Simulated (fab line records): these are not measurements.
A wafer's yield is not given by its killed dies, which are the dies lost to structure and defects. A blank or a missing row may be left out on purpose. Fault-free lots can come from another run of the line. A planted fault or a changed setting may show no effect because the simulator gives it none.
Chamber matching | flow nand_harc | NHARC_A_SGD_CUT_DESCUM_14 on rie_diel-03 has 4 sister chambers
The step chemistry O2, time 3 s. 14 wafers are shown with their chamber, then 7 later ones without.

## WAFERS, EACH WITH ITS CHAMBER
wafer  | chamber | drypump_motor_current_A (A) | rf_vpp_V (V) | throttle_valve_pct (%)
L075.1 | 0       | 5.9                         | 60.0         | 11.307
L075.3 | 2       | 5.3                         | 57.4         | 11.310
L075.5 | 2       | 5.3                         | 57.3         | 11.295
L081.1 | 3       | 5.9                         | 59.1         | 11.319
L081.3 | 2       | 5.3                         | 54.9         | 11.324
L081.5 | 1       | 5.4                         | 58.5         | 11.311
L082.2 | 2       | 5.3                         | 58.3         | 11.297
L082.4 | 0       | 5.9                         | 57.0         | 11.307
L082.5 | 3       | 5.9                         | 59.2         | 11.327
L083.1 | 0       | 6.0                         | 59.2         | 11.318
L083.4 | 2       | 5.3                         | 57.8         | 11.299
L083.6 | 1       | 5.4                         | 57.9         | 11.303
L087.2 | 1       | 5.4                         | 58.1         | 11.311
L087.3 | 0       | 6.0                         | 58.3         | 11.319

SIGNATURES (means of the wafers above)
reading                 | chamber 0 | chamber 1 | chamber 2 | chamber 3 | scatter within a chamber
drypump_motor_current_A | 5.950     | 5.400     | 5.300     | 5.900     | 0.0316
rf_vpp_V                | 58.625    | 58.167    | 57.140    | 59.150    | 1.1
throttle_valve_pct      | 11.31275  | 11.30833  | 11.30500  | 11.32300  | 0.00891
Rule: for a wafer and a chamber, the distance is found by dividing, reading by reading, the gap between the wafer's reading and the chamber's mean by the reading's scatter, squaring, summing and taking the root. If the next closest chamber is less than 2 further off than the closest, the wafer can't be placed; otherwise it belongs to the closest. The scatter: take each reading less its chamber's mean, square it, sum over the shown wafers, divide by the number of wafers less the number of chambers, and take the root.

## WAFERS WHOSE CHAMBER IS MISSING
wafer  | drypump_motor_current_A (A) | rf_vpp_V (V) | throttle_valve_pct (%)
L087.4 | 5.3                         | 57.7         | 11.300
L090.2 | 5.9                         | 60.5         | 11.322
L090.4 | 5.3                         | 57.8         | 11.294
L090.5 | 5.3                         | 58.9         | 11.308
L094.1 | 5.3                         | 56.8         | 11.329
L094.2 | 5.4                         | 57.9         | 11.332
L094.5 | 6.0                         | 58.4         | 11.316

## EACH ONE'S CHAMBER
wafer  | from the rows above     | in truth
L087.4 | 2                       | 2
L090.2 | can't be placed: 3 or 0 | 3
L090.4 | 2                       | 2
L090.5 | can't be placed: 2 or 1 | 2
L094.1 | can't be placed: 2 or 1 | 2
L094.2 | can't be placed: 1 or 2 | 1
L094.5 | can't be placed: 0 or 3 | 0
Correct placement for 2 of the 7. Cannot be placed on the basis of these rows: 5; the candidates contain the true chamber in 5. Number placed wrongly: 0.
